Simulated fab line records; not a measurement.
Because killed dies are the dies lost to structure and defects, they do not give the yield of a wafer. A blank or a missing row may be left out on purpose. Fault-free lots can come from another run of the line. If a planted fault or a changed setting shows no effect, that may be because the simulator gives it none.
Matching of chambers    flow n5Finfet    N5_HKMG_FIN_CVD_62 on thermalCvdSi-02: 3 sister chambers
The step deposits a-Si from Si2H6, target thk 3 nm, time 20.8 s. 6 wafers are shown with their chamber, then 7 later ones without.

== WAFERS, EACH WITH ITS CHAMBER ==
wafer   chamber  heaterPowerW (W)  susceptorTempC (C)
L270.4  0        1749              499.44
L276.5  1        1546              500.21
L277.5  0        1745              499.90
L277.6  1        1559              500.26
L279.3  2        1377              500.26
L279.5  2        1434              500.16

== WAFERS MISSING THEIR CHAMBER ==
wafer   heaterPowerW (W)  susceptorTempC (C)
L279.6  1568              500.02
L282.1  1743              499.82
L282.3  1388              499.94
L282.4  1578              500.01
L285.3  1362              500.17
L285.4  1561              500.35
L285.6  1729              499.84

== WHICH CHAMBER EACH WENT THROUGH ==
wafer   from the rows above  in truth
L279.6  1                    1
L282.1  0                    0
L282.3  2                    2
L282.4  1                    1
L285.3  2                    2
L285.4  1                    1
L285.6  0                    0
Placed correctly: 7 of 7. Number that these rows cannot place: 0. Wrongly placed: 0.
How it was worked out, from the rows above alone: a wafer's distance from a chamber is the root of the sum, over the readings, of the square of ((its reading less the chamber's mean) divided by the reading's scatter). The wafer belongs to the nearest chamber; if the next one is less than 2 further off, it can't be placed. Each chamber's mean is taken over the wafers shown for it. The scatter: take each reading less its chamber's mean, square it, sum over the shown wafers, divide by the number of wafers less the number of chambers, and take the root.
